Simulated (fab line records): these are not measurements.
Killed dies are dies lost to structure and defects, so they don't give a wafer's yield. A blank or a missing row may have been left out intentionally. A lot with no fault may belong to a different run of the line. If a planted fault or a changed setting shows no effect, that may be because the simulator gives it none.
Struck lot and sound lot, side by side -- flow n5Finfet -- 14 steps out of a route of 1938
Sound: the wafers L154.1, L154.3, L154.6. Wafers L167.1, L167.2, L167.6 were the ones struck. The cause is given at the end.
Each step with rows lists, per side, the tool, then ch with its chambers, then its first start. Under that, the readings that differ: sound wafers -- struck wafers -- difference of the means -- sigmas: that difference in standard deviations of wafers without a fault.
alike: same words and numbers on both sides, and readings whose means sit less than 2 such deviations apart. not compared: any withheld reading, any reading some wafer has no value for, any bound like >300 that may hide the same value, and any number with overlapping values for which the record gives no deviation.
A row with sigmas, a row that says differs or no value, or rows on one side alone: a step with any of these is where the two part. Non-overlapping numbers with no deviation appear without sigmas and do not part them. Lack of a reading on every wafer of one side parts them only where that side has two or more wafers.

first, 1 step without rows for these wafers: N5_SDB_STRIP_19 (strips in N2/H2).
N5_SDB_STRIP_21: strips in CF4.
  sound on rieDiel-05 ch 0,1, day 3 17:10; struck on rieDiel-05 ch 0,2, day 7 06:08
reading,sound,struck,difference,sigmas
throttleValvePct (%),13.72 13.80 13.82,13.42 13.18 13.20,-0.51,-2
  alike: drypumpMotorCurrentA, oesProductAu, rfVppV, showerheadPlenumPTorr
  not compared: rfHoursCounterH
N5_SDB_HM_OPEN_20: chemistry CH3F/O2, target SiNx, stops on poly-Si, target depth 24 nm.
  sound on rieDiel-05 ch 0,1, day 3 17:11; struck on rieDiel-05 ch 0,2, day 7 06:10
reading,sound,struck,difference,sigmas
throttleValvePct (%),16.32 16.75 16.77,15.99 15.90 15.89,-0.69,-2
  alike: drypumpMotorCurrentA, oesProductAu, rfVppV, showerheadPlenumPTorr
  not compared: rfHoursCounterH
N5_SDB_STRIP_22: strips in N2/H2.
  sound on plasmaAsher-02 ch 1, day 3 17:16; struck on plasmaAsher-02 ch 0,1, day 7 06:14
  alike: drypumpMotorCurrentA, heaterPowerW, oesProductAu, stripTimeToEndpointS
  not compared: rfHoursCounterH
then, 3 steps without rows for these wafers: N5_SDB_PRECLEAN_23 (cleans in dHF, time 30 s); N5_SDB_DUMMY_REMOVE_24 (chemistry TMAH, target poly-Si, stops on SiO2, target depth 142 nm, time 57 s, rinse time 30 s); N5_SDB_ETCH_25 (etches SiO2 in C4F6/O2, target depth 10 nm, time 3.3 s).
N5_SDB_CUT_ETCH_26: etches Si in HBr/Cl2/O2, target depth 129.6 nm, bt time 20 s, time 51.8 s.
  sound on rieSi-01 ch 0,1,2, day 3 17:34; struck on rieSi-02 ch 1,3, day 7 06:45
  alike: drypumpMotorCurrentA, mfcCl2Sccm, oesProductAu, throttleValvePct
  not compared: rfHoursCounterH
then, 3 steps without rows for these wafers: N5_SDB_PRECLEAN_38 (cleans in dHF, time 10 s); N5_SDB_PRECLEAN_39 (cleans in O3/DIW, time 45 s); N5_SDB_SRD_28 (time 30 s).
N5_SDB_ALD_29: deposits SiNx, target thk 30 nm, pulse time 1 s, ald cycles 600.
  sound on aldSin-01 ch 0,1,2, day 3 17:45; struck on aldSin-04 ch 0,3, day 7 06:56
  alike: heaterPowerOuterW, heaterPowerW, precursorPulseHeightRel
N5_SDB_CMP_30: polishes, stops on poly-Si, t overpolish 1.54 s, target thk 30 nm.
  sound on cmp-01 ch 2,3, day 3 20:31; struck on cmp-01 ch 2,3, day 7 09:40
reading,sound,struck,difference,sigmas
headPressurePsi (psi),4.159 4.157 4.151,4.351 4.367 4.362,+0.204,+23
  alike: motorCurrentA, overpolishRunS, timeToEndpointS
N5_SDB_THK_MEAS_31:
  struck on filmMetro-01, day 7 09:58; sound on filmMetro-01, day 3 20:49
  alike: SDB_THK

WHERE THEY PART
First at N5_SDB_STRIP_21; last, within this record, at N5_SDB_CMP_30. Later steps at which nothing parts them and some readings are alike: N5_SDB_THK_MEAS_31.

WHY: what the simulator had put in
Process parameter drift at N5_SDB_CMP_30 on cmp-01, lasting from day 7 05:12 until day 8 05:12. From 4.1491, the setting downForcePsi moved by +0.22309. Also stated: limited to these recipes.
